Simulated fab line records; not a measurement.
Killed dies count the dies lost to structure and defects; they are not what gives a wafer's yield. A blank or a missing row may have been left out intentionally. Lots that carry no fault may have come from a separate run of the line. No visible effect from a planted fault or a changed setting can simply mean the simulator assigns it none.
fab line records + flow nand-harc
record:
- lots: 6
- wafers: 18
- last-day: 24
route steps=1159 shown A_ONON_D1@430 END@1159
lots that met no fault: from a run of the same line without faults
start-h: the number of hours between the record's first day and the start of the first shown wafer of the lot + wait-h: hours from the lot's prior step to this one + " as in the row above + L1.1+2: a single row standing in for several wafers + - value missing, or start not given + * or withheld: withheld + < > ~ a bound
route shown NAME@n: names a module that has steps shown in the file, with the first one's number in the route + usual: mean/standard deviation taken from wafers without a fault + same: alike in all rows + chamber/n: place in a boat + sites: readings site by site + _std_site: standard deviation of those values + _edge_site: inner sites' mean taken away from outer sites' mean + radius-mm: how far each site lies from the wafer's centre + mask NAME#n: copy n + behind: the last tool/chamber to shape the wafer + hold: why the lot went on hold/how many hours it stayed there/how the hold came to an end + device: the transistor (n, p or np) that didn't switch + end of line: tests run on the same wafers once the route is complete + for a step that has no rows: nothing shown but its recipe + killed: the dies lost at the first sort to structure and to defects; this is not the yield of the wafer + map: the dies of a wafer, with x for killed, . for not killed, _ for no die there
set.NAME: setting as actually run; set.NAME@STEP: the setting as run at that earlier step + model.NAME: the simulator's own value behind a step, which no gauge read
lots seen at some steps along the route; tables by step, rows by wafer
services: the hour from which a tool's chamber was out of use, counted from the record's first day as start-h (under 0 if before that day), plus the number of hours and why
== steps ==
step: NHARC_A_ONON_D1_DEP_09
recipe:
- target-thk-a: 10000
- n2-flow-sccm: 2750
- n2o-flow-sccm: 2000
- nh3-flow-sccm: 500
- sih4-flow-sccm: 210
- temp-c: 400
step: NHARC_A_ONON_D1_THK_MEAS_11
recipe:
- thk-meas-gauge: ellipsometry
usual:
- thk-nm: 1003/11
| lot.wafer | tool          | chamber | start-h | wait-h | thk-nm |
|-----------|---------------|---------|---------|--------|--------|
| L808.1    | film-metro-02 | -       | 155.71  | -      | 1012   |
| L808.3    | "             | -       | "       | "      | 1009   |
| L808.6    | "             | -       | "       | "      | 1009   |
| L814.1    | film-metro-02 | -       | 196.42  | -      | 1018   |
| L814.2    | "             | -       | "       | "      | 1020   |
| L814.6    | "             | -       | "       | "      | 1017   |
| L817.4    | film-metro-01 | -       | 202.82  | -      | 1008   |
| L817.5    | "             | -       | "       | "      | 1005   |
| L817.6    | "             | -       | "       | "      | 1008   |
| L830.2    | film-metro-02 | -       | 283.75  | -      | 1015   |
| L830.5    | "             | -       | "       | "      | 1016   |
| L830.6    | "             | -       | "       | "      | 1013   |
| L828.1    | film-metro-01 | -       | 283.75  | -      | 1016   |
| L828.5    | "             | -       | "       | "      | 1016   |
| L828.6    | "             | -       | "       | "      | 1016   |
| L829.1    | film-metro-02 | -       | 283.77  | -      | 1002   |
| L829.3    | "             | -       | "       | "      | 1004   |
| L829.6    | "             | -       | "       | "      | 1004   |
step: NHARC_A_ONON_D1_DEP_12
recipe:
- target-thk-a: 10000
- n2-flow-sccm: 2750
- n2o-flow-sccm: 2000
- nh3-flow-sccm: 500
- sih4-flow-sccm: 210
- temp-c: 400
step: NHARC_A_ONON_D1_THK_MEAS_14
recipe:
- thk-meas-gauge: ellipsometry
usual:
- thk-nm: 1002/11
| lot.wafer | tool          | chamber | start-h | wait-h | thk-nm |
|-----------|---------------|---------|---------|--------|--------|
| L808.1    | film-metro-02 | -       | 156.28  | -      | 1011   |
| L808.3    | "             | -       | "       | "      | 1010   |
| L808.6    | "             | -       | "       | "      | 1010   |
| L814.1    | film-metro-02 | -       | 196.99  | -      | 996    |
| L814.2    | "             | -       | "       | "      | 995    |
| L814.6    | "             | -       | "       | "      | 996    |
| L817.4    | film-metro-01 | -       | 203.68  | -      | 1002   |
| L817.5    | "             | -       | "       | "      | 1001   |
| L817.6    | "             | -       | "       | "      | 1002   |
| L830.2    | film-metro-02 | -       | 284.32  | -      | 976    |
| L830.5    | "             | -       | "       | "      | 976    |
| L830.6    | "             | -       | "       | "      | 977    |
| L828.1    | film-metro-01 | -       | 284.33  | -      | 994    |
| L828.5    | "             | -       | "       | "      | 992    |
| L828.6    | "             | -       | "       | "      | 994    |
| L829.1    | film-metro-02 | -       | 284.36  | -      | 1021   |
| L829.3    | "             | -       | "       | "      | 1023   |
| L829.6    | "             | -       | "       | "      | 1023   |
step: NHARC_A_ONON_D1_ANNEAL_15
recipe:
- temp-c: 750
- time-s: 3600
step: NHARC_A_ONON_D1_DEP_16
recipe:
- target-thk-a: 10000
- n2-flow-sccm: 2750
- n2o-flow-sccm: 2000
- nh3-flow-sccm: 500
- sih4-flow-sccm: 210
- temp-c: 400
step: NHARC_A_ONON_D1_THK_MEAS_18
recipe:
- thk-meas-gauge: ellipsometry
usual:
- thk-nm: 1001/9.6
| lot.wafer | tool          | chamber | start-h | wait-h | thk-nm |
|-----------|---------------|---------|---------|--------|--------|
| L808.1    | film-metro-01 | -       | 165.35  | -      | 1009   |
| L808.3    | "             | -       | "       | "      | 1009   |
| L808.6    | "             | -       | "       | "      | 1011   |
| L814.1    | film-metro-02 | -       | 201.77  | -      | 997    |
| L814.2    | "             | -       | "       | "      | 994    |
| L814.6    | "             | -       | "       | "      | 995    |
| L817.4    | film-metro-01 | -       | 210.76  | -      | 988    |
| L817.5    | "             | -       | "       | "      | 989    |
| L817.6    | "             | -       | "       | "      | 988    |
| L828.1    | film-metro-01 | -       | 299.24  | -      | 1004   |
| L828.5    | "             | -       | "       | "      | 1004   |
| L828.6    | "             | -       | "       | "      | 1002   |
| L830.2    | film-metro-02 | -       | 299.26  | -      | 1008   |
| L830.5    | "             | -       | "       | "      | 1009   |
| L830.6    | "             | -       | "       | "      | 1007   |
| L829.1    | film-metro-01 | -       | 299.59  | -      | 1003   |
| L829.3    | "             | -       | "       | "      | 1002   |
| L829.6    | "             | -       | "       | "      | 1003   |
step: NHARC_A_ONON_D1_DEP_19
recipe:
- target-thk-a: 10000
- n2-flow-sccm: 2750
- n2o-flow-sccm: 2000
- nh3-flow-sccm: 500
- sih4-flow-sccm: 210
- temp-c: 400
step: NHARC_A_ONON_D1_THK_MEAS_21
recipe:
- thk-meas-gauge: ellipsometry
usual:
- thk-nm: 1001/13
| lot.wafer | tool          | chamber | start-h | wait-h | thk-nm |
|-----------|---------------|---------|---------|--------|--------|
| L808.1    | film-metro-02 | -       | 165.92  | -      | 993    |
| L808.3    | "             | -       | "       | "      | 993    |
| L808.6    | "             | -       | "       | "      | 990    |
| L814.1    | film-metro-01 | -       | 202.62  | -      | 1015   |
| L814.2    | "             | -       | "       | "      | 1016   |
| L814.6    | "             | -       | "       | "      | 1017   |
| L817.4    | film-metro-01 | -       | 211.33  | -      | 1010   |
| L817.5    | "             | -       | "       | "      | 1012   |
| L817.6    | "             | -       | "       | "      | 1010   |
| L828.1    | film-metro-01 | -       | 299.80  | -      | 1022   |
| L828.5    | "             | -       | "       | "      | 1021   |
| L828.6    | "             | -       | "       | "      | 1021   |
| L830.2    | film-metro-01 | -       | 299.95  | -      | 1001   |
| L830.5    | "             | -       | "       | "      | 999    |
| L830.6    | "             | -       | "       | "      | 998    |
| L829.1    | film-metro-02 | -       | 300.16  | -      | 1005   |
| L829.3    | "             | -       | "       | "      | 1004   |
| L829.6    | "             | -       | "       | "      | 1004   |
step: NHARC_A_ONON_D1_DEP_22
recipe:
- target-thk-a: 10000
- n2-flow-sccm: 2750
- n2o-flow-sccm: 2000
- nh3-flow-sccm: 500
- sih4-flow-sccm: 210
- temp-c: 400
step: NHARC_A_ONON_D1_THK_MEAS_24
recipe:
- thk-meas-gauge: ellipsometry
usual:
- thk-nm: 1002/9
| lot.wafer | tool          | chamber | start-h | wait-h | thk-nm |
|-----------|---------------|---------|---------|--------|--------|
| L808.1    | film-metro-02 | -       | 166.49  | -      | 1003   |
| L808.3    | "             | -       | "       | "      | 1002   |
| L808.6    | "             | -       | "       | "      | 1000   |
| L814.1    | film-metro-01 | -       | 203.54  | -      | 987    |
| L814.2    | "             | -       | "       | "      | 987    |
| L814.6    | "             | -       | "       | "      | 987    |
| L817.4    | film-metro-02 | -       | 211.90  | -      | 988    |
| L817.5    | "             | -       | "       | "      | 989    |
| L817.6    | "             | -       | "       | "      | 990    |
| L828.1    | film-metro-02 | -       | 300.37  | -      | 1005   |
| L828.5    | "             | -       | "       | "      | 1004   |
| L828.6    | "             | -       | "       | "      | 1006   |
| L830.2    | film-metro-01 | -       | 300.51  | -      | 1013   |
| L830.5    | "             | -       | "       | "      | 1010   |
| L830.6    | "             | -       | "       | "      | 1012   |
| L829.1    | film-metro-02 | -       | 300.72  | -      | 1006   |
| L829.3    | "             | -       | "       | "      | 1005   |
| L829.6    | "             | -       | "       | "      | 1006   |
step: NHARC_A_ONON_D1_DEP_25
recipe:
- target-thk-a: 10000
- n2-flow-sccm: 2750
- n2o-flow-sccm: 2000
- nh3-flow-sccm: 500
- sih4-flow-sccm: 210
- temp-c: 400
| lot.wafer  | tool          | chamber | start-h | wait-h |
|------------|---------------|---------|---------|--------|
| L808.1+3+6 | pecvd-onon-02 | 0       | 166.54  | 0.1    |
| L814.1+2+6 | pecvd-onon-03 | 0       | 203.86  | 0.3    |
| L817.4+5+6 | pecvd-onon-02 | 0       | 212.13  | 0.2    |
| L828.1+5+6 | pecvd-onon-03 | 0       | 300.42  | 0.1    |
| L830.2+5+6 | pecvd-onon-01 | 0       | 300.63  | 0.1    |
| L829.1+3+6 | pecvd-onon-03 | 0       | 300.78  | 0.1    |
step: NHARC_A_ONON_D1_THK_MEAS_27
recipe:
- thk-meas-gauge: ellipsometry
usual:
- thk-nm: 1001/8.4
| lot.wafer | tool          | chamber | start-h | wait-h | thk-nm |
|-----------|---------------|---------|---------|--------|--------|
| L808.1    | film-metro-02 | -       | 167.06  | -      | 994    |
| L808.3    | "             | -       | "       | "      | 994    |
| L808.6    | "             | -       | "       | "      | 993    |
| L814.1    | film-metro-02 | -       | 204.37  | -      | 995    |
| L814.2    | "             | -       | "       | "      | 994    |
| L814.6    | "             | -       | "       | "      | 994    |
| L817.4    | film-metro-02 | -       | 212.47  | -      | 993    |
| L817.5    | "             | -       | "       | "      | 993    |
| L817.6    | "             | -       | "       | "      | 991    |
| L828.1    | film-metro-01 | -       | 300.93  | -      | 1001   |
| L828.5    | "             | -       | "       | "      | 1000   |
| L828.6    | "             | -       | "       | "      | 1168   |
| L830.2    | film-metro-02 | -       | 301.08  | -      | 1014   |
| L830.5    | "             | -       | "       | "      | 1014   |
| L830.6    | "             | -       | "       | "      | 1013   |
| L829.1    | film-metro-01 | -       | 301.29  | -      | 999    |
| L829.3    | "             | -       | "       | "      | 1166   |
| L829.6    | "             | -       | "       | "      | 1165   |
step: NHARC_A_ONON_D1_DEP_28
recipe:
- target-thk-a: 10000
- n2-flow-sccm: 2750
- n2o-flow-sccm: 2000
- nh3-flow-sccm: 500
- sih4-flow-sccm: 210
- temp-c: 400
step: NHARC_END_SORT_01
recipe:
- temp-c: 25
usual:
- killed-at-array: 27/10
- killed-at-other: 0.6/0.83
- killed-at-periphery: 2.4/1.8
- killed-dies: 30/10
- killed-open: 3.3/1.7
- killed-short: 1.8/1.4
same:
- gross-dies: 677
| lot.wafer | tool      | chamber | start-h | wait-h | killed-at-array | killed-at-other | killed-at-periphery | killed-dies | killed-open | killed-short |
|-----------|-----------|---------|---------|--------|-----------------|-----------------|---------------------|-------------|-------------|--------------|
| L828.6    | prober-01 | 0       | 574.77  | 3.9    | 674             | 1               | 2                   | 677         | 3           | 2            |
| L829.3    | prober-02 | 0       | 580.14  | 3.1    | 671             | 3               | 3                   | 677         | 4           | 1            |
| L829.6    | prober-02 | 0       | 582.53  | 4.0    | 670             | 1               | 6                   | 677         | 6           | 0            |
killed by level:class
L828.6 A_ONON_D1:area-dep=660 A_CONTACT:chamber-film-flake=5 A_CHANNEL_HOLE_D1:chamber-film-flake=2 A_STAIRCASE:chamber-film-flake=2 P_CONTACT:geometric-particle:open=1 A_ONON_D1:geometric-particle:short=1 A_CHANNEL_HOLE_D1:geometric-particle:open=1 A_CHANNEL_FILL_D1:geometric-particle:short=1
L829.3 A_ONON_D1:area-dep=651 A_CHANNEL_HOLE_D1:chamber-film-flake=6 A_SLIT:chamber-film-flake=3 A_CONTACT:chamber-film-flake=3 THIN_TSV:chamber-film-flake=3 P_M2:chamber-film-flake=2 A_STAIRCASE:chamber-film-flake=2 A_SLIT:geometric-particle:open=1
L829.6 A_ONON_D1:area-dep=653 A_CHANNEL_HOLE_D1:chamber-film-flake=7 P_M2:chamber-film-flake=4 P_CONTACT:geometric-particle:open=2 A_STAIRCASE:chamber-film-flake=2 A_SGD_CUT:chamber-film-flake=2 A_ONON_D1:geometric-particle:open=1 A_CHANNEL_FILL_D1:geometric-particle:open=1
map L828.6 (x killed, . not)
____________x____________
_________xxxxxxx_________
_______xxxxxxxxxxx_______
______xxxxxxxxxxxxx______
_____xxxxxxxxxxxxxxx_____
____xxxxxxxxxxxxxxxxx____
____xxxxxxxxxxxxxxxxx____
___xxxxxxxxxxxxxxxxxxx___
___xxxxxxxxxxxxxxxxxxx___
__xxxxxxxxxxxxxxxxxxxxx__
__xxxxxxxxxxxxxxxxxxxxx__
_xxxxxxxxxxxxxxxxxxxxxxx_
_xxxxxxxxxxxxxxxxxxxxxxx_
_xxxxxxxxxxxxxxxxxxxxxxx_
_xxxxxxxxxxxxxxxxxxxxxxx_
_xxxxxxxxxxxxxxxxxxxxxxx_
xxxxxxxxxxxxxxxxxxxxxxxxx
xxxxxxxxxxxxxxxxxxxxxxxxx
xxxxxxxxxxxxxxxxxxxxxxxxx
xxxxxxxxxxxxxxxxxxxxxxxxx
xxxxxxxxxxxxxxxxxxxxxxxxx
_xxxxxxxxxxxxxxxxxxxxxxx_
_xxxxxxxxxxxxxxxxxxxxxxx_
_xxxxxxxxxxxxxxxxxxxxxxx_
_xxxxxxxxxxxxxxxxxxxxxxx_
_xxxxxxxxxxxxxxxxxxxxxxx_
__xxxxxxxxxxxxxxxxxxxxx__
__xxxxxxxxxxxxxxxxxxxxx__
___xxxxxxxxxxxxxxxxxxx___
___xxxxxxxxxxxxxxxxxxx___
____xxxxxxxxxxxxxxxxx____
____xxxxxxxxxxxxxxxxx____
_____xxxxxxxxxxxxxxx_____
______xxxxxxxxxxxxx______
_______xxxxxxxxxxx_______
_________xxxxxxx_________
____________x____________
map L829.3 (x killed, . not)
____________x____________
_________xxxxxxx_________
_______xxxxxxxxxxx_______
______xxxxxxxxxxxxx______
_____xxxxxxxxxxxxxxx_____
____xxxxxxxxxxxxxxxxx____
____xxxxxxxxxxxxxxxxx____
___xxxxxxxxxxxxxxxxxxx___
___xxxxxxxxxxxxxxxxxxx___
__xxxxxxxxxxxxxxxxxxxxx__
__xxxxxxxxxxxxxxxxxxxxx__
_xxxxxxxxxxxxxxxxxxxxxxx_
_xxxxxxxxxxxxxxxxxxxxxxx_
_xxxxxxxxxxxxxxxxxxxxxxx_
_xxxxxxxxxxxxxxxxxxxxxxx_
_xxxxxxxxxxxxxxxxxxxxxxx_
xxxxxxxxxxxxxxxxxxxxxxxxx
xxxxxxxxxxxxxxxxxxxxxxxxx
xxxxxxxxxxxxxxxxxxxxxxxxx
xxxxxxxxxxxxxxxxxxxxxxxxx
xxxxxxxxxxxxxxxxxxxxxxxxx
_xxxxxxxxxxxxxxxxxxxxxxx_
_xxxxxxxxxxxxxxxxxxxxxxx_
_xxxxxxxxxxxxxxxxxxxxxxx_
_xxxxxxxxxxxxxxxxxxxxxxx_
_xxxxxxxxxxxxxxxxxxxxxxx_
__xxxxxxxxxxxxxxxxxxxxx__
__xxxxxxxxxxxxxxxxxxxxx__
___xxxxxxxxxxxxxxxxxxx___
___xxxxxxxxxxxxxxxxxxx___
____xxxxxxxxxxxxxxxxx____
____xxxxxxxxxxxxxxxxx____
_____xxxxxxxxxxxxxxx_____
______xxxxxxxxxxxxx______
_______xxxxxxxxxxx_______
_________xxxxxxx_________
____________x____________
== services ==
| tool          | chamber | start-h | hours | kind |
|---------------|---------|---------|-------|------|
| pecvd-onon-03 | -       | 153.25  | 13.0  | pm   |
| pecvd-onon-01 | -       | 195.12  | 13.0  | pm   |
| pecvd-onon-02 | -       | 292.27  | 13.0  | pm   |
== key ==
first-sign:
- step: NHARC_A_ONON_D1_THK_MEAS_27
- reading: thk-nm
- direction: up
- sigmas: 20
- usual: 1001
- struck: 1166
effect:
- step: NHARC_END_SORT_01
- reading: killed-dies
- direction: up
- sigmas: 63
- usual: 30
- struck: 677
more-kills-born-at:
- NHARC_A_ONON_D1_DEP_25@pecvd-onon-03: 1964
met-at NHARC_A_ONON_D1_DEP_25
struck-wafers L828.6,L829.3,L829.6
later-rows-left-out L828.6,L829.3,L829.6
tester-left-out L828,L829
fault:
- kind: process-parameter-drift
- tool: pecvd-onon-03
- chamber: -
- onset-h: 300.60
- steps: NHARC_A_ONON_D1_DEP_25
- channel: target-thk-a
- offset: *
- shape: step
- end-h: 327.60
- scope: struck-wafers-only
- acts-in: *
- stated: *
tester-left-out: of these lots the tester's yield and bins aren't shown, on N5 and GAA mostly nor the transistor test; their killed dies are dies lost to structure and defects alone, not to doping, threshold or leakage, so they don't give the yield
later-rows-left-out: the simulator's readings of these wafers behind a module that went badly wrong aren't trusted and aren't shown, but for the sort
